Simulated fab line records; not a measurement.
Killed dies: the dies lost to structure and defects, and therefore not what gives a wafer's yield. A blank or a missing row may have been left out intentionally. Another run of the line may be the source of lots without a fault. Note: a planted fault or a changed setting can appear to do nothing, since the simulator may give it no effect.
Matching of chambers | flow n5Finfet | N5_FIN_SAQP_HM_OPEN_33 on rieDiel-06 has 4 sister chambers
The step chemistry CH3F/O2, target SiNx, target depth 49.4 nm, time 70.6 s. 4 wafers are shown with their chamber, then 6 later ones without.

WAFERS, EACH WITH ITS CHAMBER
wafer  | chamber | rfVppV (V)
L379.6 | 3       | 290
L382.2 | 0       | 301
L382.5 | 2       | 307
L382.6 | 1       | 295

WAFERS MISSING THEIR CHAMBER
wafer  | rfVppV (V)
L385.1 | 290
L385.3 | 301
L385.5 | 301
L391.1 | 290
L391.3 | 305
L391.4 | 300

THE CHAMBER EACH PASSED THROUGH
wafer  | from the rows above | in truth
L385.1 | 3                   | 3
L385.3 | 0                   | 0
L385.5 | 0                   | 0
L391.1 | 3                   | 3
L391.3 | 2                   | 2
L391.4 | 0                   | 0
Correctly placed: 6 of 6. Not placeable from these rows: 0. Wrongly placed: 0.
How it was worked out, from the rows above alone: a wafer's distance from a chamber is the root of the sum, over the readings, of the square of ((its reading less the chamber's mean) divided by the reading's scatter). The wafer belongs to the nearest chamber; if the next one is less than 2 further off, it can't be placed. Each chamber's mean is taken over the wafers shown for it. The scatter: root of mean squared gap, hidden wafer to nearest shown wafer, with one shown wafer a chamber.
